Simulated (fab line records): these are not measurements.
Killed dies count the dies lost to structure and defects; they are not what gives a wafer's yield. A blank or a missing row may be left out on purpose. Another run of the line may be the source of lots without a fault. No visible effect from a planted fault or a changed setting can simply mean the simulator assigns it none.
The tool behind it: which one?    flow nandHarc    22 lots with 66 wafers sampled at 6 steps, on a route of 1302 steps

WHAT EACH GAUGE READ, for each wafer
NHARC_A_M0_OVL_MEAS_10: pitch 160 nm.
lot   measured      on          overlayXNm (nm)  overlayYNm (nm)
L075  day 23 02:14  overlay-02  0.4 -0.1 0.5     -0.6 -0.6 -0.6
L074  day 23 03:28  overlay-02  0.9 1.1 1.1      0.1 -0.3 0.1
L076  day 23 18:55  overlay-01  0.6 0.3 0.7      -0.4 -0.6 -0.5
L078  day 23 19:32  overlay-02  -0.6 -0.6 -1.0   0.5 -0.2 -0.1
L077  day 24 11:05  overlay-01  1.0 0.6 1.1      1.3 1.7 1.9
L079  day 25 05:58  overlay-02  0.6 0.6 0.6      0.1 -1.1 -0.3
L081  day 26 04:28  overlay-01  -0.5 0.1 -0.1    0.3 0.0 0.1
L080  day 26 07:38  overlay-02  1.8 1.7 1.4      1.1 0.9 0.8
L083  day 26 08:21  overlay-02  -0.5 -0.1 -1.4   -1.1 -0.7 -1.2
L082  day 26 15:36  overlay-02  1.4 0.5 0.9      0.9 1.0 0.6
L084  day 27 07:19  overlay-01  -1.3 -1.0 -1.2   0.0 0.1 0.6
L085  day 27 12:22  overlay-02  0.8 0.8 1.1      -0.1 -0.4 -0.2
L086  day 27 17:29  overlay-01  -0.2 0.2 -0.5    -0.2 -1.2 -0.4
L087  day 28 04:01  overlay-02  -0.5 -1.1 -1.3   1.0 0.7 1.2
L089  day 28 17:28  overlay-01  -0.5 -0.3 0.3    -2.4 -3.0 -2.4
L091  day 28 18:36  overlay-02  -0.5 0.0 -0.7    -0.1 0.3 -0.4
L090  day 28 23:44  overlay-01  -1.1 -0.5 -0.8   0.7 0.4 0.5
L088  day 29 03:46  overlay-02  1.2 0.8 0.6      -0.1 -0.1 -0.2
L092  day 29 22:00  overlay-02  -0.5 0.5 0.4     -0.3 -0.3 0.2
L093  day 30 05:08  overlay-02  -0.2 0.4 0.6     -0.8 -0.7 -0.7
L096  day 31 09:53  overlay-01  -0.6 -1.5 -1.1   0.6 0.2 0.3
L097  day 32 03:17  overlay-02  0.8 0.7 0.7      -0.2 -0.4 -0.2

NHARC_A_BONDPAD_CD_MEAS_13.
lot   measured      on        cdNm (nm)
L075  day 23 11:46  cdSem-03  498.2 497.9 496.4
L074  day 23 12:44  cdSem-01  497.4 501.4 501.9
L076  day 24 03:58  cdSem-02  500.4 496.5 496.9
L078  day 24 04:42  cdSem-03  502.1 498.5 499.8
L077  day 24 20:19  cdSem-02  501.8 502.0 499.0
L079  day 25 15:23  cdSem-01  497.7 493.0 496.2
L081  day 26 13:35  cdSem-02  502.1 500.3 499.7
L080  day 26 16:50  cdSem-01  500.7 501.2 500.5
L083  day 26 17:38  cdSem-03  501.1 498.8 500.1
L082  day 27 00:50  cdSem-01  496.7 497.8 502.3
L084  day 27 16:35  cdSem-03  501.4 502.5 502.5
L085  day 27 21:25  cdSem-02  499.0 493.4 498.2
L086  day 28 02:47  cdSem-01  499.6 499.6 499.1
L087  day 28 13:26  cdSem-02  499.7 500.1 500.7
L089  day 29 02:35  cdSem-03  500.1 500.1 501.3
L091  day 29 03:47  cdSem-01  500.2 501.6 497.6
L090  day 29 09:00  cdSem-03  501.2 501.1 498.9
L088  day 29 12:53  cdSem-03  501.1 504.6 503.0
L092  day 30 07:19  cdSem-01  501.7 498.1 496.2
L093  day 30 14:34  cdSem-01  500.3 498.0 496.5
L096  day 31 19:07  cdSem-01  495.6 501.3 499.4
L097  day 32 12:38  cdSem-02  499.9 497.6 499.7

WHICH TOOL RAN EACH LOT (tool, then ch and the chambers of the sampled wafers, then the start)
lot   NHARC_A_BLC_DESCUM_15              NHARC_A_BLC_STRIP_29               NHARC_A_M1_ETCH_35                 NHARC_A_M1_STRIP_18
L075  rieDiel-02 ch 1,2, day 22 22:17    rieDiel-09 ch 0,3, day 22 23:21    rieDiel-03 ch 0,1,3, day 23 06:31  rieDiel-13 ch 1,2, day 23 06:48
L074  rieDiel-02 ch 0,1,3, day 22 23:26  rieDiel-07 ch 0,2,3, day 23 00:28  rieDiel-13 ch 0,1,2, day 23 07:46  rieDiel-08 ch 0,1, day 23 08:03
L076  rieDiel-07 ch 0,2, day 23 14:58    rieDiel-07 ch 0,2,3, day 23 16:01  rieDiel-13 ch 1,2, day 23 23:02    rieDiel-13 ch 0,1,2, day 23 23:22
L078  rieDiel-02 ch 0,3, day 23 15:41    rieDiel-02 ch 2,3, day 23 16:46    rieDiel-03 ch 0,2,3, day 23 23:44  rieDiel-03 ch 0,1,2, day 24 00:06
L077  rieDiel-02 ch 0,2,3, day 24 07:17  rieDiel-02 ch 1,3, day 24 08:19    rieDiel-03 ch 0,3, day 24 15:26    rieDiel-08 ch 2,3, day 24 15:43
L079  rieDiel-07 ch 1,2,3, day 25 01:40  rieDiel-07 ch 0,2,3, day 25 03:13  rieDiel-13 ch 2,3, day 25 10:13    rieDiel-03 ch 0,1,3, day 25 10:34
L081  rieDiel-07 ch 0,1,2, day 26 00:18  rieDiel-02 ch 1,3, day 26 01:20    rieDiel-13 ch 0,1,3, day 26 08:43  rieDiel-03 ch 0,1,2, day 26 09:03
L080  rieDiel-07 ch 0,1,3, day 26 03:40  rieDiel-02 ch 0,1,3, day 26 04:44  rieDiel-13 ch 0,1, day 26 11:54    rieDiel-03 ch 1,2, day 26 12:11
L083  rieDiel-07 ch 0,2,3, day 26 04:15  rieDiel-07 ch 0,1,3, day 26 05:28  rieDiel-08 ch 0,1, day 26 12:37    rieDiel-13 ch 1,2,3, day 26 12:58
L082  rieDiel-07 ch 0,1, day 26 11:37    rieDiel-02 ch 1,3, day 26 12:39    rieDiel-13 ch 0,2,3, day 26 19:55  rieDiel-08 ch 2,3, day 26 20:12
L084  rieDiel-02 ch 0,1,2, day 27 03:24  rieDiel-07 ch 0,1, day 27 04:26    rieDiel-13 ch 0,1,2, day 27 11:35  rieDiel-08 ch 0,2,3, day 27 11:56
L085  rieDiel-07 ch 1,2,3, day 27 08:26  rieDiel-02 ch 0,1,3, day 27 09:29  rieDiel-08 ch 1,2, day 27 16:36    rieDiel-13 ch 0,1,2, day 27 16:54
L086  rieDiel-07 ch 0,1, day 27 13:28    rieDiel-02 ch 0,1, day 27 14:30    rieDiel-03 ch 0,1,3, day 27 21:50  rieDiel-08 ch 0,1,3, day 27 22:11
L087  rieDiel-09 ch 0,1,3, day 28 00:11  rieDiel-02 ch 1,2,3, day 28 01:14  rieDiel-03 ch 0,2,3, day 28 08:15  rieDiel-03 ch 0,1,3, day 28 08:32
L089  rieDiel-07 ch 0,2,3, day 28 13:32  rieDiel-02 ch 0,2,3, day 28 14:34  rieDiel-13 ch 1,2, day 28 21:40    rieDiel-08 ch 2,3, day 28 21:57
L091  rieDiel-07 ch 0,1,2, day 28 14:38  rieDiel-02 ch 0,1,3, day 28 15:41  rieDiel-13 ch 0,2, day 28 22:52    rieDiel-08 ch 1,2, day 28 23:11
L090  rieDiel-02 ch 0,1,3, day 28 19:46  rieDiel-09 ch 0,1,3, day 28 20:51  rieDiel-03 ch 0,1,2, day 29 03:59  rieDiel-03 ch 2,3, day 29 04:16
L088  rieDiel-07 ch 0,1,2, day 28 23:48  rieDiel-07 ch 1,2,3, day 29 00:50  rieDiel-13 ch 0,1,2, day 29 07:57  rieDiel-03 ch 0,1,2, day 29 08:16
L092  rieDiel-07 ch 0,3, day 29 18:05    rieDiel-02 ch 0,3, day 29 19:08    rieDiel-08 ch 0,1,2, day 30 02:24  rieDiel-08 ch 0,3, day 30 02:41
L093  rieDiel-02 ch 1,2,3, day 30 01:20  rieDiel-07 ch 0,1,2, day 30 02:22  rieDiel-13 ch 0,1, day 30 09:21    rieDiel-13 ch 1,3, day 30 09:42
L096  rieDiel-07 ch 0,1, day 31 05:57    rieDiel-02 ch 0,2,3, day 31 07:01  rieDiel-08 ch 0,3, day 31 13:59    rieDiel-13 ch 0,1,2, day 31 14:20
L097  rieDiel-02 ch 0,1,2, day 31 23:28  rieDiel-09 ch 0,1,2, day 32 00:30  rieDiel-08 ch 1,2,3, day 32 07:31  rieDiel-13 ch 0,2,3, day 32 07:49
- NHARC_A_BLC_DESCUM_15: chemistry O2, time 3 s.
- NHARC_A_BLC_STRIP_29: strips in CF4.
- NHARC_A_M1_ETCH_35: etches the open film in N2/H2, target depth 40 nm, overetch 12 nm, time 43.94 s.
- NHARC_A_M1_STRIP_18: strips in N2/H2.

WHAT THE TOOLS THEMSELVES READ (means of the sampled wafers that have a number; where no wafer has one, the mark that the record gives instead)
NHARC_A_BLC_DESCUM_15.
lot   tool        drypumpMotorCurrentA (A)  oesProductAu (a.u.)  rfVppV (V)  showerheadPlenumPTorr (Torr)  throttleValvePct (%)
L075  rieDiel-02  5.9                       0.992                57.8        1.90                          11.304
L074  rieDiel-02  6.1                       0.994                57.6        1.87                          11.306
L076  rieDiel-07  5.9                       0.996                58.1        1.90                          11.310
L078  rieDiel-02  6.3                       1.003                57.6        1.85                          11.313
L077  rieDiel-02  6.3                       0.998                58.0        1.89                          11.300
L079  rieDiel-07  6.2                       0.990                57.4        1.87                          11.305
L081  rieDiel-07  6.0                       0.992                57.2        1.85                          11.309
L080  rieDiel-07  6.1                       0.997                57.7        1.85                          11.318
L083  rieDiel-07  6.1                       1.000                57.1        1.90                          11.317
L082  rieDiel-07  5.9                       0.992                57.9        1.84                          11.315
L084  rieDiel-02  6.2                       0.979                57.5        1.90                          11.310
L085  rieDiel-07  6.3                       0.992                58.4        1.86                          11.311
L086  rieDiel-07  6.0                       0.988                57.6        1.80                          11.311
L087  rieDiel-09  6.0                       1.004                57.8        1.98                          11.313
L089  rieDiel-07  6.1                       1.006                57.8        1.90                          11.313
L091  rieDiel-07  6.0                       1.000                56.5        1.85                          11.313
L090  rieDiel-02  6.2                       0.985                57.5        1.87                          11.324
L088  rieDiel-07  6.0                       0.995                57.6        1.85                          11.306
L092  rieDiel-07  6.0                       1.016                58.1        1.88                          11.320
L093  rieDiel-02  6.0                       0.994                57.1        1.88                          11.309
L096  rieDiel-07  6.0                       0.997                57.2        1.80                          11.317
L097  rieDiel-02  6.2                       0.985                58.4        1.90                          11.305

NHARC_A_BLC_STRIP_29.
lot   tool        drypumpMotorCurrentA (A)  oesProductAu (a.u.)  rfVppV (V)  showerheadPlenumPTorr (Torr)  throttleValvePct (%)
L075  rieDiel-09  6.0                       1.017                59.8        1.83                          13.283
L074  rieDiel-07  6.1                       1.006                59.9        1.76                          13.275
L076  rieDiel-07  6.1                       1.004                59.4        1.75                          13.277
L078  rieDiel-02  6.2                       0.997                58.9        1.76                          13.278
L077  rieDiel-02  6.0                       1.003                59.3        1.71                          13.289
L079  rieDiel-07  6.1                       1.002                59.1        1.75                          13.277
L081  rieDiel-02  6.0                       0.989                59.2        1.71                          13.281
L080  rieDiel-02  6.1                       0.987                59.3        1.73                          13.291
L083  rieDiel-07  6.2                       0.999                58.5        1.71                          13.285
L082  rieDiel-02  6.0                       1.001                58.7        1.71                          13.288
L084  rieDiel-07  6.0                       0.997                58.4        1.68                          13.287
L085  rieDiel-02  6.1                       0.980                59.1        1.73                          13.275
L086  rieDiel-02  6.3                       0.980                59.1        1.75                          13.285
L087  rieDiel-02  6.0                       0.984                61.4        1.74                          13.291
L089  rieDiel-02  6.3                       0.999                58.6        1.74                          13.288
L091  rieDiel-02  6.1                       0.983                59.1        1.73                          13.273
L090  rieDiel-09  6.0                       1.000                60.3        1.82                          13.282
L088  rieDiel-07  6.3                       1.003                58.8        1.73                          13.272
L092  rieDiel-02  6.3                       0.982                59.8        1.71                          13.294
L093  rieDiel-07  5.9                       1.014                59.8        1.72                          13.282
L096  rieDiel-02  6.3                       0.989                60.1        1.74                          13.283
L097  rieDiel-09  5.9                       1.005                60.0        1.78                          13.290

NHARC_A_M1_ETCH_35.
lot   tool        drypumpMotorCurrentA (A)  n2FlowSccm (sccm)  oesProductAu (a.u.)  rfVppV (V)  showerheadPlenumPTorr (Torr)  throttleValvePct (%)
L075  rieDiel-03  5.4                       149.6              0.995                432.4       2.12                          14.171
L074  rieDiel-13  5.6                       149.7              1.021                431.1       2.02                          14.172
L076  rieDiel-13  5.4                       150.1              1.018                427.6       1.95                          14.170
L078  rieDiel-03  4.9                       150.0              1.001                433.7       2.16                          14.182
L077  rieDiel-03  4.9                       149.9              1.009                433.5       2.16                          14.170
L079  rieDiel-13  6.1                       149.7              1.011                427.8       1.96                          14.179
L081  rieDiel-13  5.6                       149.6              1.012                429.5       2.02                          14.168
L080  rieDiel-13  5.4                       149.9              1.007                431.7       2.09                          14.172
L083  rieDiel-08  5.8                       150.0              0.986                431.5       2.08                          14.178
L082  rieDiel-13  6.0                       150.2              0.999                431.0       2.02                          14.172
L084  rieDiel-13  5.6                       150.2              1.005                430.3       2.02                          14.171
L085  rieDiel-08  5.7                       150.5              0.992                427.5       1.96                          14.169
L086  rieDiel-03  5.4                       149.7              0.996                432.9       2.12                          14.171
L087  rieDiel-03  4.9                       149.9              0.991                434.2       2.16                          14.168
L089  rieDiel-13  5.5                       149.7              1.001                428.5       1.95                          14.165
L091  rieDiel-13  5.8                       149.9              1.006                431.3       2.09                          14.162
L090  rieDiel-03  5.3                       149.9              1.004                432.5       2.12                          14.172
L088  rieDiel-13  5.6                       150.3              1.004                429.9       2.02                          14.165
L092  rieDiel-08  5.8                       150.3              0.994                429.9       2.02                          14.179
L093  rieDiel-13  5.2                       149.9              0.993                429.7       2.02                          14.173
L096  rieDiel-08  6.0                       150.2              1.006                432.6       2.11                          14.175
L097  rieDiel-08  5.8                       150.2              0.995                428.8       1.99                          14.171

NHARC_A_M1_STRIP_18.
lot   tool        drypumpMotorCurrentA (A)  n2FlowSccm (sccm)  oesProductAu (a.u.)  rfVppV (V)  showerheadPlenumPTorr (Torr)  throttleValvePct (%)
L075  rieDiel-13  5.8                       149.5              1.014                90.6        1.96                          14.164
L074  rieDiel-08  5.8                       149.9              1.002                90.6        2.08                          14.165
L076  rieDiel-13  5.6                       150.3              1.010                90.2        2.02                          14.180
L078  rieDiel-03  5.4                       150.0              0.999                91.3        2.12                          14.166
L077  rieDiel-08  6.0                       149.9              1.002                90.3        2.05                          14.175
L079  rieDiel-03  5.4                       150.3              0.997                91.4        2.12                          14.172
L081  rieDiel-03  5.4                       150.1              0.998                91.1        2.12                          14.175
L080  rieDiel-03  5.3                       149.6              0.994                91.3        2.12                          14.172
L083  rieDiel-13  5.7                       150.2              0.997                90.3        1.95                          14.170
L082  rieDiel-08  5.9                       150.2              0.993                90.4        2.02                          14.173
L084  rieDiel-08  6.0                       150.1              0.994                91.1        2.08                          14.173
L085  rieDiel-13  5.6                       149.8              1.004                91.0        2.02                          14.170
L086  rieDiel-08  5.9                       150.4              1.004                90.8        2.06                          14.169
L087  rieDiel-03  5.3                       150.3              1.000                91.2        2.12                          14.166
L089  rieDiel-08  5.9                       149.9              0.991                90.2        2.02                          14.173
L091  rieDiel-08  5.6                       150.1              0.992                89.8        1.94                          14.177
L090  rieDiel-03  4.9                       149.7              0.985                92.2        2.15                          14.167
L088  rieDiel-03  5.4                       150.2              1.001                91.6        2.12                          14.170
L092  rieDiel-08  6.0                       150.2              0.998                91.7        2.14                          14.173
L093  rieDiel-13  5.8                       150.4              1.005                89.7        1.95                          14.160
L096  rieDiel-13  5.6                       150.5              0.999                90.3        2.02                          14.172
L097  rieDiel-13  6.0                       150.2              1.004                89.3        2.02                          14.174

THE ANSWER, worked out from the rows above alone
Rule: the usual values come from the lots themselves. Put in order of their means at a reading, lots are off if they are a third of the lots or fewer, leave a main group of 4 or more, and stand apart from it by a gap of 3 or more times the standard deviation of the main group's means; of several such gaps the widest counts. A main group whose means are all the same, to the digits that the tables above print for the reading, isn't used. A lot without any number at a reading at which 4 lots or more have one is off too. Where the step has rows for the other lots, those lots are counted as sound. After the gauges, taken in route order, come the tools' own readings; for these a lot's mean is taken, as printed above. The first step at which some lot is off is used, and at that step the reading that is off furthest; a lot without a number counts as furthest.
None of the lots is off at any reading shown; this tells nothing.

WHAT HAD BEEN PUT IN BY THE SIMULATOR
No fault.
